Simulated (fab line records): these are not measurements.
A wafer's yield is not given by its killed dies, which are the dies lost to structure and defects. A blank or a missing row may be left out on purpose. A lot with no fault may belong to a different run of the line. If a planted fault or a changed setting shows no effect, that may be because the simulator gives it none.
The tool behind it: which one? -- flow nand harc -- Sampling: 24 lots, 72 wafers, 6 of 1302 route steps

WHAT THE GAUGES SHOWED, per wafer
NHARC_P_STI_INSPECT_25. Usual: 203 for raw defect count, sd 70.
lot,measured,on,raw defect count,flag
L074,day 3 22:04,defect inspect-01,248 149 109,
L075,day 4 11:04,defect inspect-01,125 164 121,
L076,day 4 19:52,defect inspect-02,236 239 139,
L077,day 5 07:27,defect inspect-01,324 438 430,
L078,day 5 14:03,defect inspect-02,265 291 458,
L079,day 6 04:22,defect inspect-02,118 131 165,
L080,day 6 13:18,defect inspect-01,129 218 269,
L081,day 6 22:43,defect inspect-01,169 179 252,
L082,day 7 10:05,defect inspect-02,151 132 185,
L083,day 7 17:18,defect inspect-01,130 145 237,
L084,day 8 02:24,defect inspect-01,166 142 124,
L085,day 8 12:35,defect inspect-02,256 231 325,
L086,day 9 02:20,defect inspect-01,128 162 121,
L087,day 9 08:31,defect inspect-01,211 246 208,
L088,day 10 06:17,defect inspect-01,194 222 208,
L089,day 10 06:17,defect inspect-02,170 191 240,
L090,day 11 05:41,defect inspect-02,202 291 304,
L091,day 11 05:41,defect inspect-02,176 277 223,
L092,day 11 21:13,defect inspect-01,111 187 208,
L094,day 12 12:49,defect inspect-01,137 108 210,
L093,day 12 12:48,defect inspect-02,163 180 209,
L095,day 12 12:49,defect inspect-02,205 208 203,
L096,day 13 02:21,defect inspect-02,279 207 174,
L097,day 13 13:19,defect inspect-01,229 151 276,

NHARC_P_GATE_OVL_MEAS_27. Usual: overlay x nm -0.1 nm, standard deviation 1; overlay y nm 0.0 nm, standard deviation 0.67.
lot,measured,on,overlay x nm (nm),overlay y nm (nm),flag
L074,day 4 21:05,overlay-01,0.0 -0.1 0.2,-0.9 -0.6 -0.8,
L075,day 5 10:25,overlay-02,-2.4 -1.9 -1.4,1.1 0.8 0.2,
L076,day 5 18:53,overlay-02,1.3 1.2 1.0,0.2 0.2 -0.1,
L077,day 6 10:14,overlay-02,-0.2 -0.1 -1.0,-0.3 0.1 0.1,
L078,day 6 14:35,overlay-02,0.2 -0.1 0.6,0.1 0.3 0.7,
L079,day 7 03:01,overlay-02,-0.6 -0.3 -0.7,0.5 0.1 0.1,
L080,day 7 11:52,overlay-02,-1.6 -1.3 -1.5,-0.6 -0.3 -0.5,
L081,day 7 22:36,overlay-02,-0.2 -0.3 -0.3,0.1 0.3 0.5,
L082,day 8 10:31,overlay-01,-1.9 -1.9 -1.8,-0.7 -0.5 -1.2,
L083,day 8 15:28,overlay-01,2.1 2.1 1.6,0.9 1.3 1.3,
L084,day 9 08:51,overlay-02,-1.0 -1.3 -0.8,-0.3 -0.5 -1.2,
L085,day 9 15:10,overlay-02,-0.9 -1.3 -0.8,0.0 -0.1 0.0,
L086,day 10 03:25,overlay-01,1.1 1.1 1.3,-0.3 0.0 0.6,
L087,day 10 06:52,overlay-01,1.0 1.5 1.4,-0.4 -0.2 0.2,
L088,day 11 12:38,overlay-02,0.1 -0.2 -0.3,0.0 -0.4 0.0,
L089,day 11 11:59,overlay-01,-1.0 -0.3 -0.7,1.0 0.7 0.9,
L090,day 12 07:44,overlay-02,1.0 -0.1 0.9,0.3 0.3 0.7,
L091,day 12 07:04,overlay-02,0.9 0.4 0.6,-1.1 -0.9 -1.3,
L092,day 12 23:09,overlay-02,-0.6 -0.5 -1.1,-0.8 -1.5 -1.2,
L094,day 13 10:57,overlay-01,1.1 0.6 0.8,0.1 0.3 0.2,
L093,day 13 11:43,overlay-02,-1.6 -1.5 -1.1,-0.2 0.3 -0.2,
L095,day 13 11:06,overlay-02,0.2 0.1 0.6,0.4 -0.1 0.3,
L096,day 14 01:47,overlay-02,-1.0 -0.5 -0.3,1.2 1.8 1.2,
L097,day 14 13:47,overlay-01,0.4 0.6 0.7,-0.6 -0.4 -0.4,

NHARC_P_M0_THK_MEAS_24: measures by xrf. Usual: 117.4 nm for thk nm, sd 1.4.
lot,measured,on,thk nm (nm),flag
L074,day 6 00:05,film metro-02,115.9 118.2 119.2,
L075,day 6 13:28,film metro-01,116.0 117.2 113.4,
L076,day 6 23:58,film metro-02,117.6 117.5 117.9,
L077,day 7 12:47,film metro-02,118.2 116.4 116.7,
L078,day 7 17:35,film metro-01,116.7 118.6 117.2,
L079,day 8 05:37,film metro-01,119.5 118.2 118.5,
L080,day 8 14:47,film metro-01,116.9 116.3 116.3,
L081,day 9 02:19,film metro-01,116.4 117.4 118.3,
L082,day 9 14:10,film metro-02,119.3 119.0 118.2,
L083,day 9 17:58,film metro-01,120.0 120.0 118.4,
L084,day 10 11:58,film metro-01,116.5 115.6 115.5,
L085,day 10 17:43,film metro-02,118.5 117.1 117.7,
L086,day 11 08:50,film metro-01,118.9 116.6 118.0,
L087,day 11 10:01,film metro-01,118.7 118.4 119.6,
L088,day 12 15:34,film metro-01,116.6 118.6 114.7,
L089,day 12 14:41,film metro-01,117.8 118.1 117.8,
L090,day 13 10:46,film metro-01,118.7 116.8 115.6,
L091,day 13 09:59,film metro-01,119.2 117.0 118.2,
L092,day 14 02:44,film metro-02,116.3 120.0 116.5,
L094,day 14 13:47,film metro-01,117.2 115.4 115.2,
L093,day 14 19:50,film metro-02,118.1 117.1 115.0,
L095,day 14 14:43,film metro-02,115.2 117.8 118.4,
L096,day 15 05:06,film metro-02,119.0 119.5 117.3,
L097,day 15 16:23,film metro-01,118.7 119.5 116.3,

TOOL THAT RAN EACH LOT (tool first, then ch and the chambers of the sampled wafers, then the start)
lot,NHARC_P_STI_ETCH_15,NHARC_P_GATE_STRIP_108,NHARC_P_M0_ETCH_34
L074,"rie si-02 ch 0,1,3, day 2 20:25","rie diel-07 ch 0,2, day 4 21:52","rie diel-04 ch 1,3, day 5 21:50"
L075,"rie si-05 ch 0,2,3, day 3 06:47","rie diel-05 ch 1,2,3, day 5 11:08","rie diel-13 ch 0,1,2, day 6 11:15"
L076,"rie si-05 ch 1,2,3, day 3 17:49","rie diel-05 ch 1,2,3, day 5 19:37","rie diel-12 ch 0,2,3, day 6 21:40"
L077,"rie si-02 ch 1,2,3, day 4 04:24","rie diel-07 ch 2,3, day 6 10:58","rie diel-13 ch 0,1,2, day 7 10:31"
L078,"rie si-05 ch 1,3, day 4 11:41","rie diel-05 ch 0,1,2, day 6 15:21","rie diel-12 ch 1,2,3, day 7 15:10"
L079,"rie si-03 ch 0,1,2, day 4 22:36","rie diel-03 ch 0,1,2, day 7 03:46","rie diel-04 ch 1,2, day 8 03:22"
L080,"rie si-05 ch 0,3, day 5 09:09","rie diel-05 ch 0,1, day 7 12:35","rie diel-12 ch 0,1,3, day 8 12:22"
L081,"rie si-05 ch 0,1,3, day 5 17:32","rie diel-07 ch 2,3, day 7 23:23","rie diel-04 ch 1,2, day 9 00:06"
L082,"rie si-02 ch 0,1, day 6 05:55","rie diel-03 ch 1,2, day 8 11:17","rie diel-04 ch 2,3, day 9 11:52"
L083,"rie si-02 ch 0,2, day 6 14:58","rie diel-05 ch 1,3, day 8 16:15","rie diel-13 ch 2,3, day 9 15:44"
L084,"rie si-02 ch 0,1,3, day 7 00:49","rie diel-07 ch 1,2, day 9 09:34","rie diel-04 ch 1,2,3, day 10 09:41"
L085,"rie si-02 ch 1,2, day 7 10:05","rie diel-05 ch 0,1, day 9 15:53","rie diel-04 ch 0,2,3, day 10 15:30"
L086,"rie si-05 ch 0,1,2, day 7 21:32","rie diel-03 ch 0,1,3, day 10 04:10","rie diel-12 ch 0,1,2, day 11 06:32"
L087,"rie si-03 ch 0,2,3, day 8 06:05","rie diel-03 ch 0,1,2, day 10 07:34","rie diel-12 ch 0,1,3, day 11 07:44"
L088,"rie si-05 ch 2,3, day 8 15:38","rie diel-05 ch 1,2,3, day 11 13:22","rie diel-04 ch 1,3, day 12 13:20"
L089,"rie si-02 ch 0,1,2, day 9 03:02","rie diel-03 ch 0,1,2, day 11 12:43","rie diel-04 ch 0,2,3, day 12 12:27"
L090,"rie si-03 ch 2,3, day 9 13:40","rie diel-03 ch 0,3, day 12 08:28","rie diel-12 ch 1,2,3, day 13 08:32"
L091,"rie si-05 ch 0,1,2, day 9 22:17","rie diel-03 ch 1,2,3, day 12 07:47","rie diel-12 ch 0,1,2, day 13 07:46"
L092,"rie si-05 ch 0,1,2, day 10 12:50","rie diel-05 ch 0,1,3, day 13 00:13","rie diel-13 ch 1,2,3, day 14 00:30"
L094,"rie si-03 ch 0,1,3, day 11 05:51","rie diel-03 ch 0,3, day 13 11:41","rie diel-04 ch 1,2, day 14 11:32"
L093,"rie si-05 ch 0,1,2, day 11 06:01","rie diel-03 ch 0,2,3, day 13 12:29","rie diel-13 ch 1,2, day 14 17:37"
L095,"rie si-05 ch 1,2, day 11 13:55","rie diel-05 ch 0,2,3, day 13 11:51","rie diel-04 ch 0,1,3, day 14 12:25"
L096,"rie si-05 ch 1,2, day 12 00:53","rie diel-07 ch 0,3, day 14 02:31","rie diel-12 ch 0,1,2, day 15 02:34"
L097,"rie si-02 ch 0,3, day 12 10:27","rie diel-07 ch 1,2,3, day 14 14:32","rie diel-12 ch 1,2,3, day 15 14:10"
- NHARC_P_STI_ETCH_15: etches the open film in HBr/Cl2, target depth 300 nm, time 100.1 s.
- NHARC_P_GATE_STRIP_108: strips in O2.
- NHARC_P_M0_ETCH_34: etches the open film in N2/H2, target depth 40 nm, overetch 12 nm, time 43.94 s.

AS READ BY THE TOOLS THEMSELVES (means over the sampled wafers that have a number; for cases with no such wafer, the mark the record gives instead)
NHARC_P_STI_ETCH_15. Usual: drypump motor current A 5.5 A, standard deviation 0.33; oes product au 0.996 a.u., standard deviation 0.0075; throttle valve pct 26.405 %, standard deviation 0.0091.
lot,tool,drypump motor current A (A),oes product au (a.u.),throttle valve pct (%),flag
L074,rie si-02,5.5,0.990,26.402,
L075,rie si-05,5.5,0.990,26.401,
L076,rie si-05,5.4,0.994,26.403,
L077,rie si-02,5.5,0.993,26.403,
L078,rie si-05,5.2,0.995,26.413,
L079,rie si-03,6.2,1.004,26.407,
L080,rie si-05,5.5,1.003,26.409,
L081,rie si-05,5.4,0.989,26.402,
L082,rie si-02,5.7,0.993,26.407,
L083,rie si-02,5.5,0.992,26.404,
L084,rie si-02,5.6,0.989,26.403,
L085,rie si-02,5.5,0.991,26.417,
L086,rie si-05,5.5,0.994,26.415,
L087,rie si-03,5.9,0.994,26.399,
L088,rie si-05,5.4,0.999,26.410,
L089,rie si-02,5.5,0.992,26.410,
L090,rie si-03,5.4,1.001,26.401,
L091,rie si-05,5.4,0.999,26.405,
L092,rie si-05,5.4,0.997,26.413,
L094,rie si-03,6.0,0.999,26.407,
L093,rie si-05,5.4,0.995,26.396,
L095,rie si-05,5.4,1.010,26.400,
L096,rie si-05,5.4,0.998,26.406,
L097,rie si-02,5.4,0.995,26.405,

NHARC_P_GATE_STRIP_108. Usual: drypump motor current A 5.8 A, standard deviation 0.46; oes product au 1.002 a.u., standard deviation 0.0076; rf vpp V 57.9 V, standard deviation 0.94; showerhead plenum p Torr 3.57 Torr, standard deviation 0.16; throttle valve pct 17.035 %, standard deviation 0.0085.
lot,tool,drypump motor current A (A),oes product au (a.u.),rf vpp V (V),showerhead plenum p Torr (Torr),throttle valve pct (%),flag
L074,rie diel-07,6.0,1.004,57.4,3.47,17.030,
L075,rie diel-05,5.6,1.000,58.4,3.73,17.035,
L076,rie diel-05,5.6,1.010,59.2,3.73,17.031,
L077,rie diel-07,5.8,1.005,58.0,3.55,17.042,
L078,rie diel-05,5.7,1.003,58.4,3.70,17.040,
L079,rie diel-03,5.9,0.997,57.7,3.50,17.034,
L080,rie diel-05,6.2,1.019,57.5,3.64,17.034,
L081,rie diel-07,5.8,0.997,58.1,3.55,17.032,
L082,rie diel-03,6.3,1.005,58.8,3.62,17.032,
L083,rie diel-05,5.8,1.004,58.9,3.70,17.048,
L084,rie diel-07,5.5,0.995,57.1,3.41,17.027,
L085,rie diel-05,5.9,1.003,58.6,3.68,17.036,
L086,rie diel-03,5.5,0.999,57.3,3.39,17.033,
L087,rie diel-03,5.9,1.006,57.0,3.50,17.033,
L088,rie diel-05,5.6,1.000,58.9,3.72,17.033,
L089,rie diel-03,5.9,1.003,57.4,3.50,17.033,
L090,rie diel-03,5.3,1.001,58.0,3.44,17.034,
L091,rie diel-03,5.9,1.007,57.7,3.50,17.032,
L092,rie diel-05,6.0,1.000,58.9,3.66,17.039,
L094,rie diel-03,5.4,0.994,57.4,3.43,17.033,
L093,rie diel-03,5.8,1.008,58.1,3.55,17.035,
L095,rie diel-05,5.8,0.999,57.2,3.68,17.035,
L096,rie diel-07,6.2,1.005,58.6,3.53,17.039,
L097,rie diel-07,5.7,1.001,57.9,3.47,17.048,

NHARC_P_M0_ETCH_34. Usual: drypump motor current A 5.7 A, standard deviation 0.68; n2 flow sccm 150.0 sccm, standard deviation 0.42; oes product au 1.000 a.u., standard deviation 0.0076; rf vpp V 430.2 V, standard deviation 2.7; showerhead plenum p Torr 2.03 Torr, standard deviation 0.096; throttle valve pct 14.172 %, standard deviation 0.0081.
lot,tool,drypump motor current A (A),n2 flow sccm (sccm),oes product au (a.u.),rf vpp V (V),showerhead plenum p Torr (Torr),throttle valve pct (%),flag
L074,rie diel-04,5.9,150.0,0.986,430.7,2.07,14.176,
L075,rie diel-13,5.8,150.2,0.997,429.7,1.99,14.169,
L076,rie diel-12,5.9,150.3,1.001,431.2,2.02,14.168,
L077,rie diel-13,5.8,149.8,1.008,428.8,1.99,14.179,
L078,rie diel-12,5.8,150.3,1.009,431.2,2.07,14.171,
L079,rie diel-04,5.5,149.7,0.992,432.1,2.11,14.166,
L080,rie diel-12,5.4,149.9,1.004,430.9,2.04,14.167,
L081,rie diel-04,5.3,150.3,0.995,431.4,2.07,14.171,
L082,rie diel-04,5.9,150.3,0.989,432.9,2.13,14.178,
L083,rie diel-13,5.2,149.8,1.002,431.7,2.09,14.174,
L084,rie diel-04,5.7,149.8,0.989,431.3,2.08,14.171,
L085,rie diel-04,6.2,149.8,0.992,430.9,2.04,14.167,
L086,rie diel-12,5.4,149.9,1.004,428.3,1.96,14.177,
L087,rie diel-12,5.4,149.8,1.002,430.1,2.03,14.176,
L088,rie diel-04,5.5,149.9,1.003,430.7,2.04,14.176,
L089,rie diel-04,6.2,150.1,0.994,430.3,2.03,14.172,
L090,rie diel-12,5.8,149.7,0.995,431.0,2.06,14.165,
L091,rie diel-12,5.4,149.8,0.998,428.7,1.96,14.175,
L092,rie diel-13,5.3,150.1,0.996,429.9,2.04,14.167,
L094,rie diel-04,5.5,150.2,1.002,432.1,2.10,14.174,
L093,rie diel-13,5.5,150.0,1.009,428.1,1.98,14.173,
L095,rie diel-04,6.0,150.1,0.999,429.2,1.99,14.177,
L096,rie diel-12,5.4,150.2,1.005,428.8,1.95,14.171,
L097,rie diel-12,5.8,150.1,1.001,431.5,2.05,14.178,

THE ANSWER, worked out from the rows above alone
Rule: a lot is off if the mean of its wafers that have a number lies more than 3 standard deviations from the usual mean. A lot without any number at a reading at which 4 lots or more have one is off too. The other lots that the step has rows for count as sound. Order of review: gauges by route order, followed by the tools' own readings, for which a lot's mean as printed above is used. At the first step where some lot is off, the reading lying furthest off is the one used; lots without a number count as furthest.
Nothing can be told from this: no lot is off at any reading shown.

WHAT THE SIMULATOR HAD INSERTED
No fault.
